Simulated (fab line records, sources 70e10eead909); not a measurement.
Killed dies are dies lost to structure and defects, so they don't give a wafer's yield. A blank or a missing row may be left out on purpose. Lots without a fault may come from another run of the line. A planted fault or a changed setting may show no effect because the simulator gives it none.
fab line records | flow nand_harc
record lots=22 wafers=66 last_day=25
route steps=1159 shown A_WL_FILL@824 A_CONTACT@854
lots that met no fault: from a run of the same line without faults
start_h: hours from the record's first day to the start of the lot's first wafer shown | wait_h: hours since the lot's step before | " the same as in the row above | L1.1+2: a row that stands for several wafers | - no value, or no start given | * or withheld: withheld | < > ~ a bound
route shown NAME@n: a module of which the file shows steps, and the number in the route of the first | usual: mean/standard deviation of fault-free wafers | same: alike in all rows | chamber/n: place in a boat | sites: the reading at each site | _std_site: their standard deviation | _edge_site: outer sites' mean less inner sites' | radius_mm: how far each site lies from the wafer's centre | mask NAME#n: copy n | behind: the tool/chamber that last shaped the wafer | hold: why the lot was held/for how many hours/how that ended | device: the transistor (n, p or np) that didn't switch | end of line: the same wafers' tests at the end of the route | a step without rows: its recipe alone | killed: dies lost to structure and defects at the first sort, not the wafer's yield | map: a wafer's dies, x killed, . not, _ none there
set.NAME: the setting as run; set.NAME@STEP: as run at that earlier step | model.NAME: the simulator's own value behind a step, which no gauge read
steps of the route over a sample of lots; a table a step, a row a wafer
services: from which hour (start_h, from the record's first day; less than 0 if before it) a tool's chamber was out of use, for how many hours, and why
## steps
# step NHARC_A_WL_FILL_STRIP_29
# recipe time_s=20 o2_flow_sccm=500 ar_flow_sccm=0 bias_w=0 chemistry=O2
# usual chamber_pressure_mTorr=60.00/0.052 drypump_motor_current_A=5.7/0.38 oes_product_au=0.998/0.0083 rf_vpp_V=57.8/1 showerhead_plenum_p_Torr=3.52/0.15 throttle_valve_pct=17.036/0.0092
# same bias_w=0
# columns lot.wafer tool chamber start_h wait_h chamber_pressure_mTorr drypump_motor_current_A oes_product_au rf_hours_counter_h rf_vpp_V showerhead_plenum_p_Torr throttle_valve_pct
L077.4 rie_diel-03 1 364.12 0.1 59.90 6.3 0.998 3.3 56.8 3.31 17.037
L077.2 " 3 " " 60.03 5.4 0.994 3.7 58.5 3.33 17.042
L077.6 " 1 " " 60.02 6.3 1.004 - 57.8 3.31 17.025
L076.3 rie_diel-03 3 367.59 0.1 60.05 5.4 0.994 3.8 57.9 3.33 17.041
L076.2 " 0 " " 59.97 5.3 0.998 3.9 58.5 3.60 17.045
L076.5 " 2 " " 59.96 5.8 1.000 - 57.9 3.68 17.032
L078.3 rie_diel-07 3 367.60 0.1 60.02 6.3 0.999 5.3 57.8 3.68 17.037
L078.2 " 0 " " 59.88 6.0 1.014 5.5 58.6 3.61 17.053
L078.4 " 3 " " 60.01 6.3 0.997 - 59.1 3.68 17.031
L079.3 rie_diel-03 3 383.63 0.1 59.98 5.4 0.996 4.1 56.4 3.33 17.036
L079.1 " 1 " " 60.03 6.2 1.003 3.6 58.2 3.31 17.045
L079.5 " 3 " " 60.10 5.4 0.988 - 56.7 3.33 17.027
L082.1 rie_diel-03 3 390.17 0.1 60.07 5.4 0.988 4.1 57.7 3.33 17.038
L082.4 " 0 " " 59.98 5.3 1.004 4.2 58.7 3.60 17.045
L082.5 " 3 " " 60.02 5.4 0.996 - 58.6 3.33 17.040
L081.3 rie_diel-11 1 390.24 0.1 60.08 5.5 1.017 0.5 56.9 3.56 17.033
L081.1 " 0 " " 60.00 5.8 0.991 0.5 56.2 3.30 17.030
L081.5 " 3 " " 60.02 6.0 0.984 - 59.1 3.68 17.034
L080.2 rie_diel-07 0 390.67 0.1 59.91 6.0 1.001 5.9 57.2 3.61 17.040
L080.3 " 3 " " 60.04 6.3 0.992 6.0 58.6 3.68 17.033
L080.6 " 0 " " 60.00 6.0 1.006 - 58.7 3.61 17.044
L083.1 rie_diel-03 3 409.58 0.1 60.03 5.4 0.995 0.2 56.8 3.33 17.041
L083.6 " 0 " " 59.95 5.3 1.007 - 56.3 3.60 17.028
L083.5 " 1 " " 60.06 6.2 0.993 - 56.8 3.31 17.034
L084.1 rie_diel-11 3 409.60 0.1 60.01 6.0 0.999 2.2 58.6 3.68 17.047
L084.3 " 0 " " 59.96 5.8 1.000 2.6 56.2 3.30 17.033
L084.2 " 1 " " 59.93 5.5 1.003 2.6 57.5 3.56 17.047
L088.1 rie_diel-07 3 424.05 0.1 59.85 6.3 1.011 0.3 59.2 3.68 17.024
L088.3 " 0 " " 60.04 6.0 0.999 0.2 56.8 3.61 17.030
L088.2 " 1 " " 59.92 4.9 1.009 0.3 57.6 3.39 17.027
L085.3 rie_diel-03 3 424.07 0.1 60.07 5.4 0.985 0.7 56.4 3.33 17.027
L085.1 " 2 " " 60.00 5.8 1.020 0.6 59.1 3.68 17.019
L085.6 " 3 " " 59.93 5.4 0.989 - 57.3 3.33 17.039
L086.2 rie_diel-11 1 424.75 0.6 59.98 5.5 1.009 3.7 56.7 3.56 17.025
L086.1 " 3 " " 60.07 6.0 1.002 3.4 60.7 3.68 17.038
L086.6 " 1 " " 60.07 5.5 1.012 - 58.3 3.56 17.033
L087.2 rie_diel-11 2 427.17 0.1 59.95 5.6 0.982 2.5 58.5 3.54 17.025
L087.4 " 3 " " 60.03 6.0 0.996 3.5 59.4 3.68 17.038
L087.1 " 1 " " 60.01 5.5 1.001 3.8 59.0 3.56 17.027
L089.1 rie_diel-03 3 436.97 0.1 60.04 5.4 0.997 0.9 56.6 3.33 17.041
L089.3 " 1 " " 59.95 6.3 1.002 0.9 56.5 3.31 17.034
L089.6 " 3 " " 60.00 5.4 0.986 - 57.8 3.33 17.017
L090.4 rie_diel-03 2 454.81 0.1 59.96 5.9 1.003 1.3 58.3 3.68 17.052
L090.3 " 3 " " 60.03 5.4 0.992 1.5 57.9 3.33 17.042
L090.6 " 2 " " 60.10 5.8 1.000 - 59.8 3.68 17.034
L094.3 rie_diel-11 1 456.88 0.1 59.93 5.4 0.992 5.7 57.4 3.56 17.024
L094.2 " 2 " " 60.00 5.6 0.994 4.5 58.3 3.54 17.058
L094.1 " 3 " " 60.00 6.0 0.995 5.4 56.8 3.68 17.039
L092.3 rie_diel-11 3 462.22 0.1 59.97 6.0 0.994 5.7 57.6 3.68 17.049
L092.5 " 3 " " 60.01 6.0 1.000 - 58.1 3.68 17.028
L092.6 " 1 " " 60.01 5.5 1.009 - 57.4 3.56 17.049
L095.2 rie_diel-03 1 462.25 0.1 59.92 6.2 0.988 1.6 56.3 3.30 17.054
L095.3 " 3 " " 60.00 5.4 0.992 1.7 57.8 3.33 17.033
L095.6 " 0 " " 60.05 5.3 0.997 - 57.5 3.60 17.031
L093.2 rie_diel-07 2 465.38 0.1 60.03 5.4 0.986 2.4 59.2 3.69 17.045
L093.3 " 3 " " 59.96 6.4 1.001 2.4 57.7 3.67 17.031
L093.6 " 1 " " 59.98 4.9 0.979 - 56.5 3.39 17.029
L091.3 rie_diel-03 0 465.45 0.1 60.05 5.3 1.006 1.9 57.7 3.60 17.022
L091.5 " 1 " " 59.99 6.3 0.997 - 56.8 3.30 17.022
L091.6 " 3 " " 60.09 5.4 0.998 - 56.8 3.33 17.016
L096.3 rie_diel-11 2 466.24 0.1 59.96 5.6 1.003 4.9 59.8 3.54 17.033
L096.1 " 3 " " 59.95 6.0 0.990 5.8 57.4 3.68 17.032
L096.2 " 1 " " 60.05 5.5 0.997 6.1 58.8 3.56 17.044
L097.3 rie_diel-11 2 505.90 0.1 60.01 5.6 0.984 8.4 58.4 3.54 17.022
L097.2 " 0 " " 60.00 5.8 0.989 6.3 57.8 3.30 17.023
L097.6 " 3 " " 60.09 6.0 0.999 - 56.0 3.68 17.028
# step NHARC_A_CONTACT_CD_MEAS_42
# recipe target_cd_nm=200 landing_energy_ev=500
# usual cd_nm=199.9/0.47
# columns lot.wafer tool chamber start_h wait_h cd_nm
L077.2 cd_sem-01 0 379.63 - 200.3
L077.4 " 0 " " 200.3
L077.6 " 0 " " 200.6
L076.2 cd_sem-01 0 389.34 - 199.8
L076.3 " 0 " " 199.5
L076.5 " 0 " " 199.2
L078.2 cd_sem-02 0 393.58 - 199.8
L078.3 " 0 " " 199.4
L078.4 " 0 " " 199.2
L079.1 cd_sem-02 0 403.37 - 200.2
L079.3 " 0 " " 200.1
L079.5 " 0 " " 200.7
L081.1 cd_sem-03 0 407.57 - 200.6
L081.3 " 0 " " 200.7
L081.5 " 0 " " 200.9
L082.1 cd_sem-02 0 410.06 - 199.8
L082.4 " 0 " " 200.4
L082.5 " 0 " " 199.7
L080.2 cd_sem-02 0 414.77 - 199.9
L080.3 " 0 " " 200.1
L080.6 " 0 " " 199.6
L084.1 cd_sem-03 0 425.20 - 200.2
L084.2 " 0 " " 199.6
L084.3 " 0 " " 199.7
L083.1 cd_sem-03 0 425.42 - 199.6
L083.5 " 0 " " 199.4
L083.6 " 0 " " 199.9
L086.1 cd_sem-01 0 439.48 - 199.7
L086.2 " 0 " " 200.3
L086.6 " 0 " " 200.0
L085.1 cd_sem-01 0 440.11 - 200.9
L085.3 " 0 " " 199.9
L085.6 " 0 " " 200.1
L088.1 cd_sem-03 0 443.41 - 200.1
L088.2 " 0 " " 199.6
L088.3 " 0 " " 200.1
L087.1 cd_sem-02 0 445.83 - 201.1
L087.2 " 0 " " 201.3
L087.4 " 0 " " 201.0
L089.1 cd_sem-03 0 455.63 - 199.8
L089.3 " 0 " " 199.5
L089.6 " 0 " " 199.4
L094.1 cd_sem-02 0 469.65 - 199.5
L094.2 " 0 " " 200.0
L094.3 " 0 " " 199.2
L090.3 cd_sem-02 0 472.92 - 199.1
L090.4 " 0 " " 199.2
L090.6 " 0 " " 199.3
L095.2 cd_sem-03 0 477.07 - 199.5
L095.3 " 0 " " 199.5
L095.6 " 0 " " 200.1
L092.3 cd_sem-03 0 477.87 - 200.4
L092.5 " 0 " " 199.4
L092.6 " 0 " " 200.3
L091.3 cd_sem-01 0 481.79 - 200.3
L091.5 " 0 " " 199.3
L091.6 " 0 " " 199.6
L093.2 cd_sem-02 0 482.91 - 200.1
L093.3 " 0 " " 199.8
L093.6 " 0 " " 200.7
L096.1 cd_sem-01 0 488.81 - 199.8
L096.2 " 0 " " 199.7
L096.3 " 0 " " 199.8
L097.2 cd_sem-01 0 523.75 - 199.6
L097.3 " 0 " " 199.3
L097.6 " 0 " " 200.0
# step NHARC_A_CONTACT_OVL_MEAS_43
# usual overlay_x_nm=0.1/0.84 overlay_y_nm=0.3/0.96
# columns lot.wafer tool chamber start_h wait_h overlay_x_nm overlay_y_nm
L077.2 overlay-01 - 379.71 - -0.1 -0.2
L077.4 " - " " -0.3 -0.1
L077.6 " - " " 0.3 -0.3
L076.2 overlay-01 - 389.42 - -0.8 1.4
L076.3 " - " " -1.1 1.2
L076.5 " - " " -0.8 1.6
L078.2 overlay-01 - 393.66 - 0.0 -0.2
L078.3 " - " " 0.4 0.4
L078.4 " - " " 0.0 -0.1
L079.1 overlay-01 - 403.46 - -0.5 -0.2
L079.3 " - " " 0.4 -0.4
L079.5 " - " " 0.2 -0.3
L081.1 overlay-01 - 407.66 - 0.7 0.1
L081.3 " - " " 0.4 0.3
L081.5 " - " " 0.9 -0.1
L082.1 overlay-01 - 410.15 - 1.8 -0.8
L082.4 " - " " 2.1 -1.0
L082.5 " - " " 2.1 -0.9
L080.2 overlay-01 - 414.86 - 0.3 0.6
L080.3 " - " " 0.3 0.6
L080.6 " - " " 0.4 0.8
L084.1 overlay-01 - 425.29 - -0.2 1.5
L084.2 " - " " 0.3 1.7
L084.3 " - " " 1.0 1.6
L083.1 overlay-01 - 425.51 - 0.1 0.4
L083.5 " - " " 0.4 0.4
L083.6 " - " " 0.2 0.4
L086.1 overlay-02 - 439.57 - 1.1 1.5
L086.2 " - " " 0.8 1.9
L086.6 " - " " 0.9 1.7
L085.1 overlay-02 - 440.19 - -0.7 0.1
L085.3 " - " " -0.8 0.9
L085.6 " - " " -0.7 0.0
L088.1 overlay-01 - 443.50 - -0.2 0.8
L088.2 " - " " 0.4 0.1
L088.3 " - " " -0.2 0.9
L087.1 overlay-01 - 445.92 - -0.5 -1.6
L087.2 " - " " 0.5 -1.3
L087.4 " - " " 0.1 -1.9
L089.1 overlay-02 - 455.71 - 0.5 1.5
L089.3 " - " " 0.3 1.8
L089.6 " - " " -0.2 1.2
L094.1 overlay-01 - 469.74 - -1.3 0.8
L094.2 " - " " -0.7 1.0
L094.3 " - " " -0.9 0.9
L090.3 overlay-01 - 473.01 - 0.1 -1.3
L090.4 " - " " 0.2 -1.1
L090.6 " - " " 0.1 -1.5
L095.2 overlay-02 - 477.15 - 0.6 -0.6
L095.3 " - " " 0.9 0.0
L095.6 " - " " 0.8 0.0
L092.3 overlay-02 - 477.95 - 0.4 0.1
L092.5 " - " " 1.0 1.0
L092.6 " - " " 0.9 0.3
L091.3 overlay-02 - 481.87 - 0.5 -0.7
L091.5 " - " " 0.3 -0.8
L091.6 " - " " 0.4 -0.7
L093.2 overlay-01 - 483.00 - -0.7 1.1
L093.3 " - " " 0.1 1.4
L093.6 " - " " 0.1 1.6
L096.1 overlay-01 - 488.90 - -0.9 -0.6
L096.2 " - " " -1.1 -0.2
L096.3 " - " " -1.3 0.1
L097.2 overlay-02 - 523.83 - -1.3 0.1
L097.3 " - " " -0.9 0.3
L097.6 " - " " -0.9 -0.4
# step NHARC_A_CONTACT_ETCH_50
# recipe target_depth_a=847 time_s=42.4 cf4_flow_sccm=100 chf3_flow_sccm=30 ar_flow_sccm=0 rf_w=500 bias_w=200 chemistry=CF4/CHF3
# usual bias_w=200.0/0.67 chamber_pressure_mTorr=24.997/0.022 drypump_motor_current_A=5.94/0.22 oes_product_au=0.948/0.022 rf_vpp_V=370.1/2.5 showerhead_plenum_p_Torr=1.56/0.068 throttle_valve_pct=16.803/0.0098
# columns lot.wafer tool chamber start_h wait_h bias_w chamber_pressure_mTorr drypump_motor_current_A oes_product_au rf_hours_counter_h rf_vpp_V showerhead_plenum_p_Torr throttle_valve_pct
L077.2 rie_diel-02 0 - - 200.0 25.007 6.02 0.923 5 370.0 1.55 16.811
L077.4 " 1 " " 200.3 24.981 6.23 0.933 7 372.7 1.66 16.807
L077.6 " 0 " " 200.9 24.988 6.02 0.934 - 370.0 1.55 16.779
L076.3 rie_diel-02 3 - - 199.8 25.014 5.97 0.970 9 368.2 1.52 16.801
L076.2 " 0 " " 200.4 24.997 6.01 0.955 7 369.6 1.55 16.812
L076.5 " 0 " " 200.0 25.014 6.01 0.969 - 370.6 1.55 16.785
L078.4 rie_diel-02 2 - - 199.9 25.018 6.05 0.974 10 368.6 1.52 16.805
L078.3 " 3 " " 200.7 24.980 6.00 0.954 10 368.5 1.52 16.806
L078.2 " 0 " " 200.5 24.994 6.02 0.989 7 369.0 1.55 16.789
L079.3 rie_diel-01 2 - - 199.9 25.036 5.67 0.924 34 366.3 1.47 16.812
L079.1 " 0 " " 200.1 25.031 5.70 0.935 30 368.9 1.47 16.802
L079.5 " 1 " " 200.2 24.980 6.08 0.925 - 373.4 1.63 16.809
L081.1 rie_diel-02 0 - - 199.6 24.976 6.03 0.950 10 368.7 1.55 16.795
L081.3 " 2 " " 199.7 24.999 6.05 0.985 13 369.2 1.52 16.789
L081.5 " 3 " " 199.4 25.022 6.00 0.972 - 369.6 1.52 16.785
L082.4 rie_diel-01 0 - - 199.5 25.014 5.69 0.933 32 366.8 1.47 16.800
L082.1 " 1 " " 199.3 25.015 6.13 0.925 32 372.1 1.63 16.795
L082.5 " 3 " " 200.7 24.989 5.61 0.936 - 376.0 1.67 16.794
L080.3 rie_diel-01 0 - - 201.4 25.002 5.69 0.931 36 365.6 1.47 16.810
L080.2 " 1 " " 200.0 25.006 6.06 0.922 36 372.9 1.62 16.792
L080.6 " 1 " " 198.7 24.989 6.07 0.916 - 373.2 1.63 16.799
L084.3 rie_diel-12 1 - - 199.8 24.979 5.81 0.951 6 367.4 1.48 16.797
L084.1 " 3 " " 200.1 24.949 6.22 0.978 13 373.1 1.63 16.808
L084.2 " 0 " " 199.5 25.014 6.13 0.965 12 370.7 1.57 16.794
L083.1 rie_diel-01 2 - - 200.8 25.011 5.69 0.908 44 365.9 1.47 16.794
L083.6 " 3 " " 200.6 24.999 5.54 0.917 - 373.0 1.67 16.805
L083.5 " 0 " " 198.9 25.017 5.66 0.933 - 366.9 1.46 16.791
L086.1 rie_diel-02 2 - - 199.9 24.982 6.04 0.961 17 367.6 1.52 16.805
L086.2 " 0 " " 199.5 25.027 6.00 0.966 16 369.6 1.55 16.796
L086.6 " 2 " " 200.6 25.028 6.07 0.961 - 368.0 1.52 16.813
L085.1 rie_diel-12 1 - - 202.3 25.013 5.77 0.957 11 367.6 1.47 16.810
L085.3 " 3 " " 200.1 24.977 6.20 0.986 18 372.1 1.63 16.817
L085.6 " 2 " " 200.4 24.965 5.59 0.955 - 369.0 1.55 16.797
L088.2 rie_diel-12 1 - - 199.8 25.009 5.78 0.957 12 366.7 1.47 16.786
L088.3 " 3 " " 200.5 25.001 6.20 0.934 19 374.5 1.63 16.807
L088.1 " 0 " " 200.9 25.025 6.11 0.959 19 371.0 1.57 16.802
L087.1 rie_diel-02 1 - - 199.2 24.970 6.23 0.969 22 373.1 1.65 16.814
L087.2 " 2 " " 200.1 24.989 6.06 0.960 19 369.3 1.52 16.804
L087.4 " 1 " " 199.5 24.996 6.22 0.965 - 373.9 1.65 16.803
L089.3 rie_diel-02 2 - - 201.4 25.020 6.09 0.957 21 371.5 1.52 16.792
L089.1 " 0 " " 199.6 25.001 6.01 0.963 19 368.9 1.55 16.794
L089.6 " 0 " " 199.6 25.014 6.02 0.954 - 370.7 1.55 16.801
L094.3 rie_diel-02 0 - - 200.1 24.964 5.99 0.991 22 370.1 1.55 16.801
L094.2 " 1 " " 200.7 24.970 6.24 0.978 27 373.2 1.65 16.806
L094.1 " 3 " " 198.7 25.034 5.99 0.965 21 369.4 1.51 16.796
L090.4 rie_diel-12 1 - - 200.4 24.997 5.78 0.940 22 367.4 1.47 16.805
L090.3 " 2 " " 199.0 24.985 5.58 0.940 27 370.6 1.55 16.806
L090.6 " 3 " " 199.1 24.946 6.17 0.952 - 371.1 1.63 16.828
L095.2 rie_diel-02 0 - - 201.2 25.013 6.04 0.937 24 370.7 1.55 16.791
L095.3 " 1 " " 199.7 24.978 6.23 0.948 29 372.8 1.65 16.819
L095.6 " 0 " " 200.4 24.983 6.01 0.935 - 371.0 1.55 16.814
L092.3 rie_diel-01 0 - - 200.1 24.970 5.68 0.930 60 365.6 1.46 16.808
L092.6 " 2 " " 200.7 24.990 5.69 0.909 - 367.5 1.47 16.820
L092.5 " 3 " " 199.7 24.998 5.59 0.926 - 374.3 1.67 16.800
L091.3 rie_diel-01 3 - - 199.3 24.995 5.57 0.927 67 374.0 1.67 16.815
L091.6 " 0 " " 199.8 24.954 5.70 0.923 - 366.7 1.46 16.807
L091.5 " 1 " " 199.5 25.038 6.07 0.923 - 372.0 1.62 16.804
L093.3 rie_diel-02 3 - - 200.8 25.005 5.95 0.920 24 369.0 1.51 16.802
L093.2 " 0 " " 199.6 24.954 6.02 0.924 25 369.6 1.54 16.802
L093.6 " 2 " " 200.0 24.983 6.02 0.940 - 366.5 1.52 16.802
L096.3 rie_diel-02 3 - - 199.8 25.016 5.95 0.972 26 369.1 1.51 16.805
L096.1 " 0 " " 199.7 25.004 6.01 0.974 27 371.0 1.55 16.818
L096.2 " 1 " " 199.5 24.997 6.20 0.961 32 372.5 1.65 16.803
L097.3 rie_diel-12 0 - - 199.9 24.970 6.11 0.924 44 369.4 1.56 16.809
L097.2 " 1 " " 199.4 24.979 5.81 0.913 38 368.0 1.47 16.815
L097.6 " 3 " " 199.4 24.988 6.22 0.920 - 371.9 1.62 16.804
# step NHARC_A_CONTACT_ETCH_96
# recipe target_depth_a=200 over_etch_frac=0.5 time_s=10 ion_energy_ev=250 c4f6_flow_sccm=25 o2_flow_sccm=20 ar_flow_sccm=500 rf_w=600 bias_w=500 chemistry=C4F6/O2
# usual bias_w=499.9/1.4 chamber_pressure_mTorr=30.003/0.027 drypump_motor_current_A=5.97/0.22 oes_product_au=0.969/0.021 rf_vpp_V=546/3.5 showerhead_plenum_p_Torr=3.89/0.17 throttle_valve_pct=26.903/0.0093
# columns lot.wafer tool chamber start_h wait_h bias_w chamber_pressure_mTorr drypump_motor_current_A oes_product_au rf_hours_counter_h rf_vpp_V showerhead_plenum_p_Torr throttle_valve_pct
L077.2 rie_diel-02 0 - - 499.9 29.990 6.02 0.950 5 547 3.87 26.918
L077.4 " 3 " " 500.9 30.016 5.99 0.942 7 545 3.79 26.887
L077.6 " 1 " " 501.1 30.018 6.23 0.951 - 552 4.12 26.894
L076.3 rie_diel-12 2 - - 501.2 30.012 5.58 0.982 1 548 3.87 26.894
L076.2 " 3 " " 500.6 30.067 6.21 0.996 1 550 4.07 26.912
L076.5 " 2 " " 501.7 29.957 5.62 0.995 - 546 3.87 26.896
L078.2 rie_diel-12 2 - - 499.3 29.935 5.60 0.993 2 546 3.87 26.899
L078.3 " 3 " " 501.1 29.951 6.19 1.005 2 549 4.07 26.897
L078.4 " 0 " " 501.1 30.011 6.13 0.993 2 547 3.91 26.909
L079.3 rie_diel-02 3 - - 499.6 29.994 6.00 0.992 12 544 3.79 26.900
L079.1 " 0 " " 501.1 29.989 6.04 0.995 10 545 3.86 26.901
L079.5 " 1 " " 502.1 29.989 6.25 1.008 - 551 4.12 26.890
L081.1 rie_diel-02 1 - - 498.2 30.000 6.25 0.943 14 550 4.12 26.902
L081.3 " 2 " " 499.2 29.985 6.05 0.950 14 543 3.80 26.891
L081.5 " 0 " " 499.7 30.040 6.04 0.952 - 547 3.86 26.911
L082.4 rie_diel-02 0 - - 499.2 30.055 6.03 0.998 11 546 3.86 26.908
L082.1 " 3 " " 500.6 30.018 5.99 0.993 13 544 3.79 26.904
L082.5 " 0 " " 501.1 30.016 6.06 1.002 - 547 3.86 26.916
L080.2 rie_diel-12 0 - - 499.7 30.015 6.14 0.993 8 547 3.91 26.902
L080.3 " 2 " " 499.5 29.957 5.57 0.992 8 546 3.87 26.906
L080.6 " 3 " " 500.3 29.971 6.24 1.000 - 549 4.06 26.878
L084.1 rie_diel-02 3 428.60 0.1 501.4 30.001 6.02 0.990 18 543 3.78 26.911
L084.2 " 0 " " 502.0 29.983 6.04 0.998 13 547 3.86 26.891
L084.3 " 1 " " 500.4 30.020 6.24 0.999 18 552 4.12 26.912
L083.1 rie_diel-02 3 429.15 0.2 499.9 30.001 5.98 0.986 18 544 3.78 26.903
L083.5 " 3 " " 498.7 30.076 6.01 0.996 - 544 3.78 26.898
L083.6 " 0 " " 500.7 30.031 6.01 0.997 - 545 3.86 26.926
L086.1 rie_diel-02 1 443.15 0.1 501.1 30.015 6.25 0.951 21 552 4.11 26.920
L086.2 " 2 " " 500.1 30.029 6.04 0.960 18 544 3.80 26.909
L086.6 " 1 " " 501.1 29.953 6.23 0.957 - 552 4.11 26.893
L085.1 rie_diel-12 1 - - 497.3 29.981 5.79 0.940 12 542 3.69 26.905
L085.3 " 0 " " 498.5 29.995 6.14 0.941 19 547 3.90 26.899
L085.6 " 2 " " 503.3 30.025 5.61 0.941 - 545 3.87 26.918
L088.3 rie_diel-01 3 - - 496.5 29.981 5.61 0.971 53 552 4.15 26.897
L088.2 " 0 " " 501.4 29.969 5.70 0.955 50 541 3.66 26.899
L088.1 " 1 " " 499.4 30.020 6.08 0.944 49 548 4.04 26.915
L087.2 rie_diel-02 1 449.55 0.1 498.9 29.987 6.24 0.954 22 550 4.11 26.889
L087.1 " 0 " " 498.3 29.989 6.01 0.955 18 545 3.86 26.910
L087.4 " 0 " " 498.0 30.023 6.01 0.958 - 546 3.86 26.901
L089.1 rie_diel-01 1 - - 500.8 30.044 6.12 0.982 52 549 4.04 26.896
L089.3 " 3 " " 502.0 29.985 5.59 0.964 57 551 4.15 26.919
L089.6 " 0 " " 499.3 29.980 5.70 0.990 - 543 3.65 26.899
L094.2 rie_diel-01 0 - - 499.5 30.004 5.66 0.954 58 541 3.65 26.902
L094.3 " 1 " " 498.3 30.020 6.10 0.946 56 549 4.04 26.916
L094.1 " 2 " " 500.8 29.977 5.73 0.941 61 540 3.67 26.903
L090.3 rie_diel-02 0 - - 499.2 29.981 6.02 0.964 23 545 3.86 26.893
L090.4 " 2 " " 500.3 30.002 6.08 0.960 25 544 3.79 26.896
L090.6 " 1 " " 501.0 30.002 6.25 0.947 - 550 4.11 26.889
L095.2 rie_diel-02 1 - - 501.9 29.992 6.25 0.941 29 550 4.11 26.887
L095.3 " 2 " " 501.4 30.031 6.03 0.926 26 545 3.79 26.900
L095.6 " 1 " " 500.8 29.973 6.24 0.939 - 552 4.11 26.892
L092.3 rie_diel-01 0 - - 501.3 29.966 5.71 0.971 62 542 3.65 26.900
L092.6 " 3 " " 500.1 30.015 5.63 0.976 - 551 4.14 26.895
L092.5 " 0 " " 503.9 29.975 5.70 0.968 - 541 3.65 26.891
L091.3 rie_diel-12 0 - - 500.3 29.954 6.13 0.963 34 548 3.89 26.901
L091.6 " 1 " " 499.9 30.022 5.77 0.951 - 541 3.68 26.908
L091.5 " 2 " " 499.6 29.966 5.61 0.947 - 545 3.86 26.897
L093.2 rie_diel-01 2 487.25 0.2 497.8 30.022 5.67 0.963 68 540 3.66 26.911
L093.3 " 0 " " 498.2 29.992 5.72 0.958 66 541 3.65 26.906
L093.6 " 0 " " 498.9 30.001 5.68 0.963 - 541 3.65 26.898
L096.2 rie_diel-02 1 - - 500.2 29.972 6.24 0.967 32 550 4.11 26.900
L096.1 " 2 " " 498.1 30.013 6.06 0.972 30 544 3.79 26.908
L096.3 " 0 " " 498.8 29.982 6.00 0.970 28 546 3.85 26.907
L097.3 rie_diel-02 2 - - 502.4 29.972 6.03 0.993 2 543 3.79 26.909
L097.2 " 3 " " 501.0 30.013 6.01 0.985 2 544 3.78 26.900
L097.6 " 3 " " 498.5 30.012 6.01 0.979 - 544 3.78 26.903
# step NHARC_A_CONTACT_ETCH_125
# recipe source_w=withheld pressure_mtorr=20 bias_v=1200 time_s=155 target_depth_a=9560 ar_flow_sccm=withheld c4f8_flow_sccm=withheld o2_flow_sccm=withheld chemistry=C4F8/O2/Ar
# usual chamber_pressure_mTorr=20.001/0.023
# columns lot.wafer tool chamber start_h wait_h chamber_pressure_mTorr rf_hours_counter_h
L077.2 har_cap_etch-01 0 388.61 0.2 20.003 57
L077.4 " 1 " " 20.016 -
L077.6 " 0 " " 20.013 -
L076.2 har_cap_etch-01 1 399.46 0.2 20.008 59
L076.3 " 0 " " 19.993 -
L076.5 " 1 " " 19.989 -
L078.2 har_cap_etch-02 0 401.98 0.2 19.977 14
L078.4 " 0 " " 19.979 -
L078.3 " 1 " " 19.982 -
L079.1 har_cap_etch-03 0 415.50 0.2 19.996 92
L079.3 " 0 " " 19.988 -
L079.5 " 0 " " 20.001 -
L081.1 har_cap_etch-01 0 418.13 0.2 19.986 63
L081.3 " 0 " " 20.008 -
L081.5 " 0 " " 20.007 -
L082.1 har_cap_etch-03 0 420.97 0.2 20.023 94
L082.4 " 0 " " 20.028 -
L082.5 " 0 " " 20.003 -
L080.2 har_cap_etch-01 1 423.45 0.2 20.014 64
L080.3 " 1 " " 20.022 -
L080.6 " 0 " " 20.013 -
L084.1 har_cap_etch-01 0 433.87 0.2 20.050 66
L084.2 " 1 " " 19.988 66
L084.3 " 0 " " 20.026 -
L083.1 har_cap_etch-03 1 434.78 0.2 19.997 96
L083.5 " 1 " " 20.009 -
L083.6 " 0 " " 20.000 -
L086.1 har_cap_etch-02 0 448.56 0.2 20.049 22
L086.2 " 1 " " 20.024 22
L086.6 " 1 " " 19.988 -
L085.1 har_cap_etch-03 0 448.95 0.2 20.004 100
L085.3 " 0 " " 20.001 -
L085.6 " 0 " " 19.976 -
L088.2 har_cap_etch-01 1 452.81 0.2 20.008 70
L088.1 " 0 " " 20.007 70
L088.3 " 1 " " 19.998 -
L087.2 har_cap_etch-01 1 458.19 0.2 20.001 72
L087.1 " 0 " " 19.994 72
L087.4 " 0 " " 20.015 -
L089.1 har_cap_etch-01 0 464.29 0.2 20.017 73
L089.3 " 1 " " 20.000 -
L089.6 " 0 " " 20.042 -
L094.1 har_cap_etch-01 0 479.44 0.2 20.005 75
L094.2 " 1 " " 19.975 75
L094.3 " 1 " " 20.011 -
L090.3 har_cap_etch-02 1 482.25 0.1 19.991 -
L090.4 " 0 " " 19.997 -
L090.6 " 1 " " 20.019 -
L095.2 har_cap_etch-02 1 486.05 0.2 20.016 29
L095.3 " 1 " " 20.007 -
L095.6 " 0 " " 20.002 -
L092.3 har_cap_etch-03 1 487.93 0.1 19.991 -
L092.6 " 1 " " 20.018 -
L092.5 " 0 " " 19.980 -
L091.3 har_cap_etch-02 1 493.94 0.1 19.973 -
L091.6 " 0 " " 19.977 -
L091.5 " 1 " " 20.044 -
L093.2 har_cap_etch-03 1 494.35 0.2 19.980 109
L093.3 " 0 " " 20.016 -
L093.6 " 0 " " 20.012 -
L096.1 har_cap_etch-02 1 499.38 0.2 19.988 33
L096.2 " 0 " " 19.974 33
L096.3 " 0 " " 20.019 -
L097.2 har_cap_etch-01 1 532.61 0.2 19.993 83
L097.3 " 0 " " 19.998 -
L097.6 " 0 " " 19.988 -
## services
# columns tool chamber start_h hours kind
rie_diel-07 2 344.50 3.0 repair
rie_diel-02 0 351.68 5.0 repair
rie_diel-11 - 366.74 9.0 pm
rie_diel-12 - 380.36 9.0 pm
rie_diel-03 2 381.54 4.2 repair
rie_diel-11 2 383.68 9.5 repair
rie_diel-03 - 392.30 9.0 pm
rie_diel-12 1 404.57 12.5 repair
rie_diel-03 - 416.13 0.2 repair
rie_diel-11 0 418.15 8.5 repair
rie_diel-02 2 421.46 9.2 repair
rie_diel-02 3 431.41 25.1 repair
rie_diel-11 0 450.68 25.0 repair
rie_diel-03 2 459.77 7.3 repair
rie_diel-01 - 465.37 0.4 repair
rie_diel-03 1 471.18 3.0 repair
rie_diel-12 - 477.69 0.4 repair
rie_diel-01 1 482.87 4.4 repair
rie_diel-01 - 491.82 9.0 pm
rie_diel-11 1 497.82 10.7 repair
rie_diel-02 - 504.83 9.0 pm
rie_diel-11 - 512.84 2.9 repair
rie_diel-11 3 517.06 1.4 repair
rie_diel-11 0 525.00 5.4 repair
## key
fault none
